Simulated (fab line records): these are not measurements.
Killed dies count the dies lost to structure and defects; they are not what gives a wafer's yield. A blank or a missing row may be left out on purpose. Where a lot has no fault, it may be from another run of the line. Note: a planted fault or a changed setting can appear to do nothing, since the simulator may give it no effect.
Comparing a struck lot with a sound one -- flow n5 finfet -- 21 out of 1938 route steps
Sound: wafers L460.1, L460.2, L460.5. Struck: wafers L451.1, L451.2, L451.5. The cause is given at the end.
For every step that has rows: the tool of each side, followed by ch and its chambers, followed by its first start. Under that, the readings that differ: sound wafers -- struck wafers -- difference of the means -- sigmas: that difference in standard deviations of wafers without a fault.
alike: words and numbers the same on both sides, and readings whose means are apart by under 2 such deviations; not compared: readings that were withheld, readings missing a value for some wafer, numbers with overlapping values and no deviation given by the record, and bounds like >300 which may hide the same value.
Wherever a step has rows on one side only, a row that says differs or no value, or a row with sigmas, the two part there. When numbers do not overlap yet have no deviation, they are printed without sigmas and do not part them. A reading that every wafer of one side lacks parts them only if that side has two wafers or more.

first, 9 steps without rows for these wafers: N5_BEOL_M7_DESCUM_16 (chemistry O2, time 7.9 s); N5_BEOL_M7_ETCH_61 (etches SiARC in CF4, target depth 45.5 nm, time 75.8 s); N5_BEOL_M7_ETCH_62 (etches SOC in N2/H2, target depth 110 nm, overetch 22 nm, time 165 s); N5_BEOL_M7_STRIP_68 (strips in N2/H2); N5_BEOL_M7_STRIP_67 (strips in CF4); N5_BEOL_M7_HM_OPEN_17 (chemistry Cl2/BCl3, target TiN, target depth 20 nm, overetch 6 nm); N5_BEOL_M7_STRIP_19 (strips in O2); N5_BEOL_M7_COAT_63 (time 60 s, resist thk 60 nm); N5_BEOL_M7_COAT_64 (time 60 s, resist thk 12 nm).
N5_BEOL_M7_COAT_71: time 60 s, resist thk 5 nm.
  sound on litho track-03 ch 0, day 13 00:27; struck on litho track-02 ch 0, day 10 18:30
reading,sound,struck,difference,sigmas
spin speed rpm (rpm),1500.5 1501.3 1499.5,1332.1 1331.4 1331.4,-168.8,-99 or more
  alike: exhaust pa, plate temp C
then, 7 steps without rows for these wafers: N5_BEOL_M7_COAT_22 (resist thk 30 nm); N5_BEOL_M7_EBR_24; N5_BEOL_M7_SOFTBAKE_23 (time 60 s); N5_BEOL_M7_EXPOSE_25 (exposes mask V6, target cd 40 nm); N5_BEOL_M7_PEB_26 (peb time 60 s); N5_BEOL_M7_DEVELOP_27 (develop time 30 s); N5_BEOL_M7_DESCUM_33 (chemistry O2, time 7 s).
N5_BEOL_M7_ETCH_72: etches underlayer in N2/H2, target depth 6.5 nm, time 5.2 s.
  sound on rie diel-06 ch 1,2,3, day 13 01:11; struck on rie diel-02 ch 2,3, day 10 19:04
reading,sound,struck,difference,sigmas
etch rf on time s (s),5.16 5.08 5.04,5.51 5.57 5.62,+0.47,+7
model.CAR-EUV_of_BEOL_M7_COAT_22.thk nm (nm),20.2 20.4 20.4,20 20 20,+0,
model.etch.depth nm (nm),4.982 4.969 4.973,5.31 5.298 5.291,+0.33,
  alike: drypump motor current A, h2 flow sccm, oes product au, rf vpp V, showerhead plenum p Torr, throttle valve pct
  not compared: rf hours counter h
N5_BEOL_M7_ETCH_65: etches SiARC in CF4, target depth 15.6 nm, time 26 s.
  sound on rie diel-06 ch 1,2,3, day 13 01:11; struck on rie diel-02 ch 2,3, day 10 19:06
reading,sound,struck,difference,sigmas
model.CAR-EUV_of_BEOL_M7_COAT_22.thk nm (nm),11 11.2 11.2,10.8 10.8 10.8,-0.3,
  alike: drypump motor current A, etch rf on time s, oes product au, rf vpp V, showerhead plenum p Torr, throttle valve pct
  not compared: rf hours counter h
then, 1 step without rows for these wafers: N5_BEOL_M7_ETCH_66 (etches SOC in N2/H2, target depth 80 nm, overetch 16 nm, time 120 s).
-- record jumps: 3 days separate the struck wafers' starts on either side; left off in module BEOL_M7, taken up again in module PASSIVATION, whose first shown step is the route's number 1936 --
N5_PASSIVATION_PROBE_49:
  the record has rows for the struck wafers here (prober-01, day 14 06:22) and none for the sound ones

WHERE THEY PART
At N5_BEOL_M7_COAT_71 first; at N5_PASSIVATION_PROBE_49 last (within this record only).

WHY: what had been put in by the simulator
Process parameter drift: litho track-02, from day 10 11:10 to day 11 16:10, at N5_BEOL_M7_COAT_71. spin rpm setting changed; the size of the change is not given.
